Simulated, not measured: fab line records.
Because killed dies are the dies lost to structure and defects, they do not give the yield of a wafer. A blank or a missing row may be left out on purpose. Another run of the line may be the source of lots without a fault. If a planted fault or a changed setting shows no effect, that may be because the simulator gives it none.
Matching of chambers ; flow nandHarc ; 4 sister chambers for NHARC_A_STAIRCASE_CMP_152 on cmp-01
The step polishes. 4 wafers are shown with their chamber, then 8 later ones without.

WAFERS, EACH WITH ITS CHAMBER
wafer;chamber;motorCurrentA (A)
L087.5;1;15.1
L087.6;2;12.2
L091.6;0;11.6
L090.3;3;12.3

WAFERS MISSING THEIR CHAMBER
wafer;motorCurrentA (A)
L090.5;12.6
L090.6;14.9
L095.1;12.4
L095.5;15.2
L095.6;12.7
L097.1;14.7
L097.3;12.9
L097.6;11.1

THE CHAMBER EACH PASSED THROUGH
wafer;from the rows above;in truth
L090.5;can't be placed: 3 or 2 or 0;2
L090.6;1;1
L095.1;can't be placed: 3 or 2 or 0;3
L095.5;1;1
L095.6;can't be placed: 3 or 2 or 0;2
L097.1;1;1
L097.3;can't be placed: 3 or 2 or 0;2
L097.6;can't be placed: 0 or 2 or 3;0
Correctly placed: 3 of 8. These rows do not allow placing 5 (true chamber among the candidates in 5). Wrongly placed: 0.
How it was worked out, from the rows above alone: a wafer's distance from a chamber is the root of the sum, over the readings, of the square of ((its reading less the chamber's mean) divided by the reading's scatter). If the next closest chamber is less than 2 further off than the closest, the wafer can't be placed; otherwise it belongs to the closest. For every chamber, the mean is computed from those of its wafers that are shown. The scatter: with one shown wafer a chamber, the root of the mean of the squares of how far each hidden wafer lies from its nearest shown one.
